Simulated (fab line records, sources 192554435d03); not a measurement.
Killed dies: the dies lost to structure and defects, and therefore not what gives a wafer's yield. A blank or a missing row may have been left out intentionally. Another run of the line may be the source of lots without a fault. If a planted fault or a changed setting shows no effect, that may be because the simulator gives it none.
The same fault as seen by 2 desks ; flow n5 finfet ; each desk has only its own numbers; what lay behind them comes last

== THE METROLOGY DESK ==
What the gauges read, lot by lot, whatever tool the lot ran on: means of the sampled wafers that have a number. The brackets show how far a lot's mean lies from the usual mean; more than 4 standard deviations puts the lot out of limits, marked OUT.
Columns: A = cd nm at N5_BEOL_M8_CD_MEAS_18, usual 40.2 nm; B = cd nm at N5_BEOL_M8_CD_MEAS_28, usual 40.01 nm
lot;first seen here;A;B
L284;day 11 05:48;40.0;39.94
L286;day 11 19:03;41.1;-
L287;day 11 19:16;39.5;-
L291;day 12 06:39;39.8;-
L294;day 13 00:25;39.9;40.03
L295;day 13 05:22;39.9;40.09
L300;day 15 00:13;39.9;40.00
Finding of this desk: none of the 7 lots has anything out of limits.

== AT THE TOOL OWNER'S DESK: litho track-03 ==
The tool's own readings at N5_BEOL_M8_DEVELOP_27 (develop time 30 s): means of the sampled wafers that have a number, for each lot that ran on this tool. The brackets show how far a lot's mean lies from the usual mean; more than 4 standard deviations puts the lot out of limits, marked OUT.
Columns: A = chill plate temp C at N5_BEOL_M8_DEVELOP_27, usual 23.00 C
lot;first seen here;A
L295;day 13 10:13;23.15
This desk's finding: nothing out of limits on the one lot.

== BROUGHT TOGETHER ==
Nothing out of limits was seen by the metrology desk.
The desk of the tool owner found nothing out of limits.

== WHAT THE SIMULATOR PUT IN ==
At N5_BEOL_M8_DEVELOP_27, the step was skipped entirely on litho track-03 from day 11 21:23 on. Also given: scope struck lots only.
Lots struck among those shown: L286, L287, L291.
